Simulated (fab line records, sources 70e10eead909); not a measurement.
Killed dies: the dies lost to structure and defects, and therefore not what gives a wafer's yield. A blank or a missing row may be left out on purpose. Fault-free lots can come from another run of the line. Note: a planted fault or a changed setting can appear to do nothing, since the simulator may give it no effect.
Chamber matching + flow nand harc + 4 sister chambers for NHARC_P_M2_ETCH_35 on rie diel-03
The step etches the open film in N2/H2, target depth 40 nm, overetch 12 nm, time 43.94 s. 14 wafers are shown with their chamber, then 7 later ones without.

## WAFERS, EACH WITH ITS CHAMBER
| wafer  | chamber | showerhead plenum p Torr (Torr) | rf vpp V (V) | oes product au (a.u.) |
|--------|---------|---------------------------------|--------------|-----------------------|
| L351.2 | 2       | 2.03                            | 430.2        | 1.006                 |
| L351.3 | 3       | 2.16                            | 436.5        | 0.996                 |
| L351.4 | 0       | 2.11                            | 432.2        | 0.996                 |
| L359.2 | 3       | 2.16                            | 434.3        | 0.995                 |
| L359.4 | 2       | 2.03                            | 430.2        | 1.002                 |
| L359.6 | 3       | 2.16                            | 433.1        | 1.000                 |
| L360.2 | 3       | 2.15                            | 434.0        | 1.002                 |
| L360.3 | 0       | 2.11                            | 433.5        | 0.997                 |
| L360.4 | 2       | 2.03                            | 430.6        | 1.007                 |
| L365.2 | 0       | 2.11                            | 432.4        | 0.987                 |
| L365.3 | 3       | 2.15                            | 434.0        | 1.016                 |
| L365.5 | 1       | 1.97                            | 427.3        | 1.012                 |
| L367.4 | 2       | 2.03                            | 431.1        | 1.005                 |
| L367.5 | 3       | 2.15                            | 433.2        | 0.998                 |

SIGNATURES (means of the wafers above)
| reading                  | chamber 0 | chamber 1 | chamber 2 | chamber 3 | scatter within a chamber |
|--------------------------|-----------|-----------|-----------|-----------|--------------------------|
| showerhead plenum p Torr | 2.1100    | 1.9700    | 2.0300    | 2.1550    | 0.00387                  |
| rf vpp V                 | 432.700   | 427.300   | 430.525   | 434.183   | 0.955                    |
| oes product au           | 0.99333   | 1.01200   | 1.00500   | 1.00117   | 0.0061                   |
Rule: distance of a wafer from a chamber = root of the sum over the readings of ((wafer's reading minus chamber's mean) / reading's scatter) squared. The wafer belongs to the nearest chamber; if the next one is less than 2 further off, it can't be placed. The scatter is the square root of a quotient: the sum, over the shown wafers, of each reading's squared deviation from its chamber's mean, divided by wafers minus chambers.

## WAFERS WITH NO CHAMBER GIVEN
| wafer  | showerhead plenum p Torr (Torr) | rf vpp V (V) | oes product au (a.u.) |
|--------|---------------------------------|--------------|-----------------------|
| L367.6 | 2.11                            | 431.8        | 1.002                 |
| L368.4 | 2.15                            | 433.6        | 1.009                 |
| L368.5 | 2.03                            | 429.1        | 1.012                 |
| L368.6 | 1.97                            | 427.9        | 1.005                 |
| L371.2 | 2.11                            | 432.9        | 1.007                 |
| L371.3 | 2.03                            | 429.6        | 1.009                 |
| L371.5 | 2.11                            | 433.4        | 0.997                 |

## THE CHAMBER EACH PASSED THROUGH
| wafer  | from the rows above | in truth |
|--------|---------------------|----------|
| L367.6 | 0                   | 0        |
| L368.4 | 3                   | 3        |
| L368.5 | 2                   | 2        |
| L368.6 | 1                   | 1        |
| L371.2 | 0                   | 0        |
| L371.3 | 2                   | 2        |
| L371.5 | 0                   | 0        |
Correct placement for 7 of the 7. Number that these rows cannot place: 0. Number placed wrongly: 0.
